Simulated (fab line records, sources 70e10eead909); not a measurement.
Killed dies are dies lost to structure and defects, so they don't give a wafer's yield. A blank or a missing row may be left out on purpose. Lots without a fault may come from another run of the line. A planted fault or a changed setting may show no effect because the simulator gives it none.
fab line records | flow nand_harc
record lots=5 wafers=15 last_day=24
route steps=1159 shown A_SLIT@797 A_SIN_REMOVE@804 A_WL_FILL@809 END@1159
lots that met no fault: from a run of the same line without faults
start_h: hours from the record's first day to the start of the lot's first wafer shown | wait_h: hours since the lot's step before | " the same as in the row above | L1.1+2: a row that stands for several wafers | - no value, or no start given | * or withheld: withheld | < > ~ a bound
route shown NAME@n: a module of which the file shows steps, and the number in the route of the first | usual: mean/standard deviation of fault-free wafers | same: alike in all rows | chamber/n: place in a boat | sites: the reading at each site | _std_site: their standard deviation | _edge_site: outer sites' mean less inner sites' | radius_mm: how far each site lies from the wafer's centre | mask NAME#n: copy n | behind: the tool/chamber that last shaped the wafer | hold: why the lot was held/for how many hours/how that ended | device: the transistor (n, p or np) that didn't switch | end of line: the same wafers' tests at the end of the route | a step without rows: its recipe alone | killed: dies lost to structure and defects at the first sort, not the wafer's yield | map: a wafer's dies, x killed, . not, _ none there
set.NAME: the setting as run; set.NAME@STEP: as run at that earlier step | model.NAME: the simulator's own value behind a step, which no gauge read
lots at some steps of the route; a table a step, a row a wafer
services: from which hour (start_h, from the record's first day; less than 0 if before it) a tool's chamber was out of use, for how many hours, and why
## steps
# step NHARC_A_SLIT_ETCH_26
# recipe bias_v=400 source_w=2000 pressure_mtorr=25 time_s=90 ar_flow_sccm=375 c4f8_flow_sccm=41.7 o2_flow_sccm=83.3 target_depth_a=4000 chemistry=C4F8/O2/Ar
# usual chamber_pressure_mTorr=24.997/0.022 drypump_motor_current_A=5.9/0.3 showerhead_plenum_p_Torr=3.75/0.08 throttle_valve_pct=27.620/0.0089
# columns lot.wafer tool chamber start_h wait_h chamber_pressure_mTorr drypump_motor_current_A rf_hours_counter_h showerhead_plenum_p_Torr throttle_valve_pct
L238.1 har_etch-01 1 325.16 1.2 25.026 6.4 3 3.65 27.605
L238.3 " 1 " " 25.025 6.5 - 3.65 27.619
L238.6 " 1 " " 25.025 6.5 - 3.65 27.625
L241.2 har_etch-02 0 333.34 1.3 24.980 5.9 175 3.78 27.631
L241.3 " 0 " " 25.043 5.9 - 3.78 27.607
L241.5 " 1 " " 25.030 5.7 - 3.83 27.615
L256.2 har_etch-01 1 431.39 1.0 25.003 6.3 52 3.62 27.609
L256.4 " 1 " " 24.995 6.4 - 3.62 27.622
L256.6 " 0 " " 25.017 5.6 - 3.81 27.623
L257.1 har_etch-02 0 431.64 1.2 24.985 5.9 221 3.76 27.625
L257.2 " 1 " " 24.997 5.7 221 3.81 27.616
L257.4 " 1 " " 24.976 5.8 - 3.81 27.603
L258.1 har_etch-01 1 456.76 1.3 24.997 6.4 62 3.61 27.604
L258.6 " 1 " " 25.014 6.4 - 3.61 27.632
L258.5 " 0 " " 25.015 5.6 - 3.80 27.631
# step NHARC_A_SLIT_STRIP_28
# recipe o2_flow_sccm=400 cos_flow_sccm=20 ar_flow_sccm=0 bias_w=0 chemistry=O2/COS
# step NHARC_A_SLIT_ETCH_29
# recipe target_depth_a=1000 overetch_a=100 time_s=55 ion_energy_ev=100 cf4_flow_sccm=80 o2_flow_sccm=20 ar_flow_sccm=0 rf_w=300 bias_w=100 chemistry=CF4/O2
# usual bias_w=99.98/0.28 chamber_pressure_mTorr=30.002/0.027 drypump_motor_current_A=5.7/0.38 oes_product_au=1.008/0.015 rf_vpp_V=197.7/1.2 showerhead_plenum_p_Torr=1.33/0.04 throttle_valve_pct=13.396/0.009
# columns lot.wafer tool chamber start_h wait_h bias_w chamber_pressure_mTorr drypump_motor_current_A oes_product_au rf_hours_counter_h rf_vpp_V showerhead_plenum_p_Torr throttle_valve_pct
L238.3 rie_diel-05 0 325.78 0.1 100.28 30.017 5.8 1.008 12 198.7 1.32 13.387
L238.1 " 1 " " 99.70 30.002 5.2 1.025 11 197.5 1.33 13.403
L238.6 " 0 " " 99.38 29.957 5.7 1.014 - 196.8 1.32 13.399
L241.3 rie_diel-01 3 333.95 0.1 99.54 29.978 5.7 1.000 1 196.9 1.33 13.402
L241.2 " 0 " " 99.90 30.036 5.7 1.015 0 197.4 1.32 13.414
L241.5 " 3 " " 100.35 29.963 5.7 1.001 - 199.2 1.33 13.390
L256.2 rie_diel-01 2 431.98 0.1 100.05 29.994 6.0 0.985 7 196.2 1.25 13.388
L256.4 " 3 " " 99.52 30.041 5.6 1.000 7 197.0 1.33 13.401
L256.6 " 2 " " 99.79 29.970 6.0 0.964 - 195.9 1.25 13.409
L257.4 rie_diel-02 1 432.26 0.1 99.96 30.055 6.0 0.983 7 198.2 1.34 13.406
L257.1 " 2 " " 99.46 30.026 4.9 0.997 6 197.8 1.39 13.408
L257.2 " 0 " " 99.90 29.966 6.3 1.017 6 198.8 1.34 13.406
L258.1 rie_diel-05 3 457.39 0.1 99.60 29.952 6.2 1.005 10 198.2 1.39 13.386
L258.5 " 1 " " 99.97 30.002 5.2 1.035 - 197.4 1.33 13.398
L258.6 " 2 " " 100.32 30.012 5.7 1.022 - 196.3 1.25 13.398
# step NHARC_A_SLIT_STRIP_18
# recipe o2_flow_sccm=500 ar_flow_sccm=0 bias_w=0 chemistry=O2
# usual chamber_pressure_mTorr=60.01/0.058 drypump_motor_current_A=5.7/0.4 oes_product_au=1.006/0.016 rf_vpp_V=57.8/0.94 showerhead_plenum_p_Torr=3.52/0.11 throttle_valve_pct=17.036/0.0089
# same bias_w=0
# columns lot.wafer tool chamber start_h wait_h chamber_pressure_mTorr drypump_motor_current_A oes_product_au rf_hours_counter_h rf_vpp_V showerhead_plenum_p_Torr throttle_valve_pct
L238.1 rie_diel-05 2 - - 59.97 5.7 0.992 12 57.3 3.33 17.039
L238.3 " 1 " " 59.95 5.3 1.011 12 57.4 3.52 17.032
L238.6 " 2 " " 60.05 5.7 1.004 - 57.6 3.33 17.037
L241.2 rie_diel-01 0 - - 60.04 5.7 1.017 1 57.2 3.48 17.056
L241.3 " 1 " " 59.97 5.4 1.009 1 58.9 3.58 17.048
L241.5 " 2 " " 59.96 6.0 0.984 - 58.2 3.32 17.049
L256.2 rie_diel-01 3 - - 60.10 5.7 0.992 7 58.2 3.52 17.048
L256.4 " 0 " " 59.99 5.7 1.026 8 59.8 3.48 17.022
L256.6 " 2 " " 60.05 6.0 0.975 - 56.6 3.32 17.023
L257.2 rie_diel-02 2 - - 60.15 4.9 1.008 6 59.5 3.68 17.050
L257.4 " 3 " " 59.98 5.6 1.023 6 57.3 3.56 17.022
L257.1 " 0 " " 60.09 6.3 1.010 6 58.7 3.55 17.040
L258.1 rie_diel-05 0 - - 60.00 5.7 1.021 9 58.4 3.49 17.018
L258.6 " 2 " " 60.02 5.7 1.029 - 57.5 3.32 17.016
L258.5 " 3 " " 59.94 6.2 1.006 - 54.9 3.66 17.035
# step NHARC_A_SLIT_PRECLEAN_19
# recipe time_s=* temp_c=50 bath_age_min=0 chemistry=SC1
# step NHARC_A_SLIT_SRD_20
# step NHARC_A_SLIT_CD_MEAS_21
# usual cd_nm=289.4/1.3
# columns lot.wafer tool chamber start_h wait_h cd_nm
L238.1 cd_sem-01 - 326.31 - 288.1
L238.3 " - " " 289.1
L238.6 " - " " 289.2
L241.2 cd_sem-02 - 334.50 - 289.7
L241.3 " - " " 289.7
L241.5 " - " " 288.8
L256.2 cd_sem-01 - 432.51 - 289.9
L256.4 " - " " 288.7
L256.6 " - " " 289.1
L257.1 cd_sem-03 - 432.79 - 291.5
L257.2 " - " " 289.6
L257.4 " - " " 290.8
L258.1 cd_sem-02 - 457.93 - 289.5
L258.5 " - " " 287.9
L258.6 " - " " 288.2
# step NHARC_A_SIN_REMOVE_WET_00
# recipe temp_c=160 time_s=15300 chemistry=H3PO4
# step NHARC_A_SIN_REMOVE_PRECLEAN_01
# recipe time_s=* temp_c=50 bath_age_min=0 chemistry=SC1
# step NHARC_A_SIN_REMOVE_SRD_02
# step NHARC_A_SIN_REMOVE_INSPECT_04
# usual raw_defect_count=311/75
# columns lot.wafer tool chamber start_h wait_h raw_defect_count
L238.1 defect_inspect-02 - 332.38 0.0 369
L238.3 " - " " 309
L238.6 " - " " 482
L241.2 defect_inspect-02 - 342.19 0.0 345
L241.3 " - " " 489
L241.5 " - " " 352
L257.1 defect_inspect-01 - 440.28 0.0 324
L257.2 " - " " 303
L257.4 " - " " 262
L256.2 defect_inspect-02 - 440.28 0.0 253
L256.4 " - " " 314
L256.6 " - " " 199
L258.1 defect_inspect-01 - 465.67 0.0 484
L258.5 " - " " 377
L258.6 " - " " 491
# step NHARC_A_WL_FILL_ALD_00
# recipe target_thk_a=30 pulse_time_s=3 ald_cycles=30 temp_c=300 material=Al2O3
# usual ald_cycles=30/0 heater_power_w=474/38 precursor_pulse_height_rel=1.002/0.023 susceptor_temp_C=299.99/0.22
# columns lot.wafer tool chamber start_h wait_h ald_cycles heater_power_w precursor_pulse_height_rel susceptor_temp_C
L238.3 ald_hk-03 3 332.83 0.4 30 514 0.974 300.14
L238.1 " 1 " " 30 437 0.994 299.82
L238.6 " 3 " " 30 519 1.013 300.09
L241.3 ald_hk-03 2 342.25 0.1 41 464 1.003 300.27
L241.2 " 0 " " 30 509 1.040 299.76
L241.5 " 2 " " 41 474 1.033 300.21
L257.4 ald_hk-03 2 440.34 0.1 30 467 1.029 -
L257.2 " 3 " " 30 512 1.000 -
L257.1 " 0 " " 30 508 1.025 -
L256.2 ald_hk-02 2 440.40 0.1 30 519 0.989 299.97
L256.4 " 3 " " 30 489 1.020 300.19
L256.6 " 0 " " 30 420 0.987 300.18
L258.1 ald_hk-03 2 465.95 0.3 30 477 0.988 299.97
L258.5 " 0 " " 30 508 0.963 299.69
L258.6 " 1 " " 30 438 1.013 300.03
# step NHARC_A_WL_FILL_RTA_01
# recipe temp_c=1000 time_s=5
# usual anneal_temp_c_max=1006.0/1.6 lamp_power_pct=29.87/0.29 lamp_zone_1_pct=29.9/0.3 lamp_zone_5_pct=29.87/0.29 wafer_temp_C_max=1003.9/1
# columns lot.wafer tool chamber start_h wait_h anneal_temp_c_max lamp_power_pct lamp_zone_1_pct lamp_zone_5_pct wafer_temp_C_max
L238.1 rtp_anneal-02 0 333.10 - 1004.0 29.63 29.6 29.63 1004.5
L238.3 " 0 " " 1007.1 29.54 29.6 29.61 1002.3
L238.6 " 0 " " 1006.3 29.63 29.7 29.60 1002.6
L241.2 rtp_anneal-02 0 342.55 - 1004.0 29.65 29.7 29.64 1003.5
L241.3 " 0 " " 1005.1 29.65 29.7 29.71 1004.1
L241.5 " 0 " " 1005.4 29.64 29.7 29.69 1002.4
L257.1 rtp_anneal-02 0 440.60 - 1004.8 29.64 29.6 29.59 1002.9
L257.2 " 0 " " 1004.5 29.62 29.7 29.68 1003.2
L257.4 " 0 " " 1006.3 29.57 29.6 29.63 1003.0
L256.2 rtp_anneal-01 0 440.75 - 1007.9 30.24 30.2 30.24 1004.6
L256.4 " 0 " " 1006.0 30.25 30.2 30.19 1004.4
L256.6 " 0 " " 1006.4 30.26 30.3 30.23 1003.3
L258.1 rtp_anneal-02 0 466.16 - 1005.5 29.68 29.7 29.63 1002.9
L258.5 " 0 " " 1005.8 29.64 29.6 29.69 1005.9
L258.6 " 0 " " 1005.0 29.64 29.7 29.63 1003.0
# step NHARC_END_SORT_01
# recipe temp_c=25
# usual killed_at_array=27/10 killed_at_other=0.6/0.83 killed_at_periphery=2.4/1.8 killed_dies=30/10 killed_open=3.3/1.7 killed_short=1.8/1.4
# same gross_dies=677
# columns lot.wafer tool chamber start_h wait_h killed_at_array killed_at_other killed_at_periphery killed_dies killed_open killed_short
L238.1 prober-01 0 452.57 2.5 21 0 1 22 2 1
L238.3 prober-01 0 454.18 3.1 19 2 3 24 2 1
L238.6 prober-01 0 456.59 4.0 13 0 3 16 2 2
L241.2 prober-01 0 463.20 2.8 23 1 2 26 2 1
L241.3 prober-01 0 464.00 3.1 19 0 0 19 3 1
L241.5 prober-01 0 465.62 3.7 22 0 4 26 3 2
L257.1 prober-01 0 551.70 2.5 41 0 4 45 4 1
L257.2 prober-01 0 552.49 2.8 52 0 3 55 6 0
L257.4 prober-01 0 554.09 3.4 43 1 3 47 3 1
L258.1 prober-01 0 570.82 2.5 20 1 1 22 2 1
L258.5 prober-01 0 573.98 3.7 19 1 4 24 5 2
L258.6 prober-01 0 574.77 3.9 14 1 2 17 3 2
# killed by level:class
L238.1 A_CHANNEL_HOLE_D1:chamber_film_flake=9 A_STAIRCASE:chamber_film_flake=6 A_CHANNEL_FILL_D1:chamber_film_flake=2 P_GATE:geometric_particle:open=1 A_SOURCE_PLATE:geometric_particle:short=1 A_WL_FILL:geometric_particle:open=1 A_SLIT:chamber_film_flake=1 A_CONTACT:chamber_film_flake=1
L238.3 A_CHANNEL_HOLE_D1:chamber_film_flake=9 A_STAIRCASE:chamber_film_flake=5 A_CHANNEL_FILL_D1:chamber_film_flake=2 THIN_TSV:chamber_film_flake=2 P_M1:geometric_particle:short=1 A_CHANNEL_FILL_D1:geometric_particle:open=1 A_BLC:geometric_particle:open=1 P_GATE:chamber_film_flake=1
L238.6 A_CHANNEL_HOLE_D1:chamber_film_flake=5 A_STAIRCASE:chamber_film_flake=3 A_CHANNEL_FILL_D1:chamber_film_flake=2 P_CONTACT:geometric_particle:open=1 P_M0:geometric_particle:open=1 A_SOURCE_PLATE:geometric_particle:short=1 A_CHANNEL_FILL_D1:geometric_particle:short=1 P_BONDPAD:chamber_film_flake=1
L241.2 A_SLIT:chamber_film_flake=11 A_CONTACT:chamber_film_flake=4 A_CHANNEL_FILL_D1:chamber_film_flake=3 A_CONTACT:geometric_particle:open=2 P_BONDPAD:chamber_film_flake=2 A_ONON_D1:geometric_particle:short=1 A_CHANNEL_HOLE_D1:chamber_film_flake=1 A_WL_FILL:chamber_film_flake=1
L241.3 A_CHANNEL_HOLE_D1:chamber_film_flake=3 A_SGD_CUT:chamber_film_flake=3 A_SLIT:chamber_film_flake=3 A_CONTACT:chamber_film_flake=3 A_CHANNEL_FILL_D1:chamber_film_flake=2 A_ONON_D1:geometric_particle:open=1 A_WL_FILL:geometric_particle:short=1 A_WL_FILL:geometric_particle:open=1
L241.5 A_SLIT:chamber_film_flake=8 A_CONTACT:chamber_film_flake=4 A_WL_FILL:chamber_film_flake=3 A_CONTACT:geometric_particle:open=2 P_BONDPAD:chamber_film_flake=2 A_STAIRCASE:chamber_film_flake=2 P_M1:geometric_particle:short=1 A_ONON_D1:geometric_particle:short=1
L257.1 A_CHANNEL_HOLE_D1:chamber_film_flake=20 A_SLIT:chamber_film_flake=15 P_M0:geometric_particle:open=2 A_CONTACT:geometric_particle:open=2 P_GATE:chamber_film_flake=2 A_STAIRCASE:chamber_film_flake=2 A_WL_FILL:geometric_particle:short=1 A_WL_FILL:chamber_film_flake=1
L257.2 A_CHANNEL_HOLE_D1:chamber_film_flake=27 A_SLIT:chamber_film_flake=14 A_STAIRCASE:chamber_film_flake=5 A_CONTACT:geometric_particle:open=3 P_CONTACT:geometric_particle:open=1 P_M0:geometric_particle:open=1 A_M0:geometric_particle:open=1 P_GATE:chamber_film_flake=1
L257.4 A_SLIT:chamber_film_flake=19 A_CHANNEL_HOLE_D1:chamber_film_flake=16 A_STAIRCASE:chamber_film_flake=5 P_GATE:chamber_film_flake=2 P_M0:geometric_particle:open=1 A_SOURCE_PLATE:geometric_particle:short=1 A_CHANNEL_FILL_D1:geometric_particle:open=1 STARTING-WAFER:geometric_particle:open=1
L258.1 A_CHANNEL_HOLE_D1:chamber_film_flake=7 A_CONTACT:chamber_film_flake=4 A_STAIRCASE:chamber_film_flake=2 A_WL_FILL:geometric_particle:open=1 A_WL_FILL:geometric_particle:short=1 A_CONTACT:geometric_particle:open=1 P_STI:chamber_film_flake=1 A_CHANNEL_FILL_D1:chamber_film_flake=1
L258.5 A_CHANNEL_HOLE_D1:chamber_film_flake=7 A_CONTACT:geometric_particle:open=2 A_CONTACT:chamber_film_flake=2 A_STAIRCASE:chamber_film_flake=2 A_ONON_D1:geometric_particle:open=1 A_ONON_D1:geometric_particle:short=1 A_CHANNEL_FILL_D1:geometric_particle:short=1 A_WL_FILL:geometric_particle:open=1
L258.6 A_CONTACT:chamber_film_flake=5 A_CHANNEL_HOLE_D1:chamber_film_flake=2 A_STAIRCASE:chamber_film_flake=2 P_CONTACT:geometric_particle:open=1 A_ONON_D1:geometric_particle:short=1 A_CHANNEL_HOLE_D1:geometric_particle:open=1 A_CHANNEL_FILL_D1:geometric_particle:short=1 A_CONTACT:geometric_particle:open=1
## services
# columns tool chamber start_h hours kind
har_etch-01 - 305.00 17.0 pm
rie_diel-05 3 307.02 3.6 repair
rie_diel-01 - 315.11 9.0 pm
rie_diel-01 0 315.11 9.0 vent_cycle
rie_diel-01 1 315.11 9.0 vent_cycle
rie_diel-01 2 315.11 9.0 vent_cycle
rie_diel-01 3 315.11 9.0 vent_cycle
rie_diel-05 0 319.60 - clean
rie_diel-05 1 319.60 - clean
rie_diel-05 2 319.60 - clean
rie_diel-05 3 319.60 - clean
ald_hk-03 - 322.66 10.0 pm
ald_hk-03 0 322.66 10.0 vent_cycle
ald_hk-03 1 322.66 10.0 vent_cycle
ald_hk-03 2 322.66 10.0 vent_cycle
ald_hk-03 3 322.66 10.0 vent_cycle
rie_diel-02 - 327.84 9.0 pm
rie_diel-05 - 340.60 9.0 pm
har_etch-01 - 361.13 4.0 repair
rie_diel-02 3 398.72 3.2 repair
rie_diel-05 3 405.83 1.6 repair
rie_diel-02 2 413.32 14.5 repair
ald_hk-02 - 458.14 10.0 pm
rie_diel-01 3 462.92 6.4 repair
## key
first_sign step=NHARC_A_WL_FILL_ALD_00 reading=ald_cycles direction=up sigmas=99+ usual=30 struck=41
effect none on later readings
met_at NHARC_A_WL_FILL_ALD_00
struck_wafers L241.3,L241.5
tester_left_out L241
onset_between 332.83 342.25
fault kind=process_parameter_drift tool=ald_hk-03 chamber=- onset_h=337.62 steps=NHARC_A_WL_FILL_ALD_00 channel=ald_cycles offset=11 shape=step end_h=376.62 scope=struck_wafers_only acts_in=these_recipes_only stated=30
# tester_left_out: of these lots the tester's yield and bins aren't shown, on N5 and GAA mostly nor the transistor test; their killed dies are dies lost to structure and defects alone, not to doping, threshold or leakage, so they don't give the yield
